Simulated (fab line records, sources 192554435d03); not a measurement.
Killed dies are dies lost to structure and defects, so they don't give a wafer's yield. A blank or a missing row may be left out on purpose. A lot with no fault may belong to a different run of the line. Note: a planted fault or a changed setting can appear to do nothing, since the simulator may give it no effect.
Matching of chambers ; flow n5Finfet ; 4 sister chambers for N5_FIN_SAQP_ETCH_51 on rieDiel-01
The step etches SiARC in CF4, target depth 45.5 nm, time 75.8 s. 16 wafers are shown with their chamber, then 8 later ones without.

WAFERS WITH THEIR CHAMBER
wafer;chamber;drypumpMotorCurrentA (A);showerheadPlenumPTorr (Torr);throttleValvePct (%)
L074.3;2;5.6;2.17;15.44
L074.4;1;5.0;2.03;15.77
L074.6;2;5.6;2.17;15.44
L081.1;2;5.6;2.17;15.48
L081.3;3;6.2;2.09;15.42
L081.6;1;5.0;2.03;15.79
L088.1;3;6.2;2.08;15.47
L088.3;2;5.6;2.16;15.50
L088.6;0;6.2;2.11;15.58
L089.3;0;6.2;2.11;15.58
L089.4;3;6.1;2.08;15.47
L089.6;0;6.2;2.11;15.58
L090.2;2;5.6;2.16;15.51
L090.4;2;5.6;2.16;15.53
L090.6;3;6.2;2.08;15.49
L094.3;1;5.0;2.02;15.84

SIGNATURES (averages over the wafers above)
reading;chamber 0;chamber 1;chamber 2;chamber 3;scatter within a chamber
drypumpMotorCurrentA;6.200;5.000;5.600;6.175;0.025
showerheadPlenumPTorr;2.1100;2.0267;2.1650;2.0825;0.00493
throttleValvePct;15.5800;15.8000;15.4833;15.4625;0.0319
Rule: for a wafer and a chamber, the distance is found by dividing, reading by reading, the gap between the wafer's reading and the chamber's mean by the reading's scatter, squaring, summing and taking the root. The wafer belongs to the nearest chamber; if the next one is less than 2 further off, it can't be placed. How the scatter is found: for the shown wafers, subtract from each reading the mean of its chamber, square and add these, divide the total by (wafers less chambers), then take the root.

WAFERS WITH NO CHAMBER GIVEN
wafer;drypumpMotorCurrentA (A);showerheadPlenumPTorr (Torr);throttleValvePct (%)
L094.4;5.7;2.15;15.54
L094.5;6.2;2.07;15.48
L095.2;6.2;2.07;15.49
L095.3;5.0;2.02;15.87
L095.5;5.6;2.15;15.55
L097.2;6.2;2.07;15.50
L097.3;5.6;2.15;15.55
L097.5;5.0;2.02;15.87

WHICH CHAMBER EACH ONE RAN IN
wafer;from the rows above;in truth
L094.4;2;2
L094.5;3;3
L095.2;3;3
L095.3;1;1
L095.5;2;2
L097.2;3;3
L097.3;2;2
L097.5;1;1
8 of 8 placed correctly. Left unplaced by these rows: 0. Wrongly placed: 0.
